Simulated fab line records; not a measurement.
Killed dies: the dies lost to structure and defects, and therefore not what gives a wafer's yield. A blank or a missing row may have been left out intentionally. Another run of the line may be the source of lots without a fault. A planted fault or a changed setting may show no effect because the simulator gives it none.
Comparing a struck lot with a sound one    flow nand-harc    14 steps out of a route of 1302
Sound: the wafers L459.1, L459.3, L459.4. Struck: wafer L472.1 (L472.2, L472.5, from the same lot, were not struck and are left out); the cause is given at the end.
Per side, at each step with rows, come the tool, then ch with its chambers, and then its first start. Under that, the readings that differ: sound wafers    struck wafers    difference of the means    sigmas: that difference in standard deviations of wafers without a fault.
alike: readings whose means differ by less than 2 such deviations, and words and numbers that are the same on both sides. not compared: withheld readings, readings that some wafer has no value for, bounds like >300 that may hide the same value, and numbers for which the record gives no deviation and whose values overlap.
Wherever a step has rows on one side only, a row that says differs or no value, or a row with sigmas, the two part there. Non-overlapping numbers with no deviation appear without sigmas and do not part them. A reading missing from all wafers of one side parts the sides only when that side holds two or more wafers.

first, 3 steps without rows for these wafers: NHARC_A_CHANNEL_HOLE_D2_STRIP_28 (strips in O2); NHARC_A_CHANNEL_HOLE_D2_PRECLEAN_29 (cleans in SC1); NHARC_A_CHANNEL_HOLE_D2_SRD_30.
NHARC_A_CHANNEL_HOLE_D2_CD_MEAS_31:
  sound on cd-sem-01, day 17 04:42; struck on cd-sem-02, day 23 03:07
  alike: cd-nm
NHARC_A_CHANNEL_HOLE_D2_XSEM_32:
  sound on xsem-01 ch 0, day 17 04:47; struck on xsem-01 ch 0, day 23 03:12
  alike: bot-cd-nm, bow-nm, tilt-deg
NHARC_A_CHANNEL_HOLE_D2_INSPECT_40:
  sound on defect-inspect-02, day 17 04:53; struck on defect-inspect-02, day 23 03:19
  alike: raw-defect-count
then, 2 steps without rows for these wafers: NHARC_A_CHANNEL_FILL_D2_PRECLEAN_00 (cleans in SC1); NHARC_A_CHANNEL_FILL_D2_SRD_01.
NHARC_A_CHANNEL_FILL_D2_ALD_02: deposits SiO2, target thk 6 nm, pulse time 10 s, ald cycles 60.
  sound on ald-hk-02 ch 0,2,3, day 17 05:04; struck on ald-hk-04 ch 1, day 23 03:30
  alike: heater-power-w, precursor-pulse-height-rel
  not compared: ald-cycles
NHARC_A_CHANNEL_FILL_D2_ALD_03: deposits SiNx, target thk 6 nm, pulse time 60 s, ald cycles 58.
  sound: ald-sin-batch-01 ch 0; struck: ald-sin-batch-01 ch 0
  alike: chamber-pressure-Torr, precursor-pulse-height-rel
  not compared: ald-cycles
NHARC_A_CHANNEL_FILL_D2_ALD_14: deposits SiO2, target thk 2.5 nm, pulse time 10 s, ald cycles 25.
  sound on ald-hk-02 ch 0,2,3, day 17 12:05; struck on ald-hk-04 ch 0, day 23 10:35
  alike: heater-power-w, precursor-pulse-height-rel
  not compared: ald-cycles
NHARC_A_CHANNEL_FILL_D2_ALD_15: deposits SiNx, target thk 2 nm, pulse time 60 s, ald cycles 19.
  sound: ald-sin-batch-03 ch 0; struck: ald-sin-batch-02 ch 0
reading                       sound              struck  difference  sigmas
chamber-pressure-Torr (Torr)  1.996 1.998 2.001  2.008   +0.010      +2
  alike: precursor-pulse-height-rel
  not compared: ald-cycles
NHARC_A_CHANNEL_FILL_D2_ALD_16: deposits SiO2, target thk 1.5 nm, pulse time 10 s, ald cycles 15.
  sound on ald-hk-04 ch 1,2,3, day 17 17:17; struck on ald-hk-04 ch 0, day 23 15:53
reading                     sound              struck  difference  sigmas
ald-cycles                  15 15 15           17      +2          
precursor-pulse-height-rel  1.015 0.992 0.970  1.034   +0.042      +2
  alike: heater-power-w
then, 1 step without rows for these wafers: NHARC_A_CHANNEL_FILL_D2_ANNEAL_17 (time 1800 s).

== WHERE THEY PART ==
At NHARC_A_CHANNEL_FILL_D2_ALD_15 first; at NHARC_A_CHANNEL_FILL_D2_ALD_16 last (within this record only).

WHY: what had been put in by the simulator
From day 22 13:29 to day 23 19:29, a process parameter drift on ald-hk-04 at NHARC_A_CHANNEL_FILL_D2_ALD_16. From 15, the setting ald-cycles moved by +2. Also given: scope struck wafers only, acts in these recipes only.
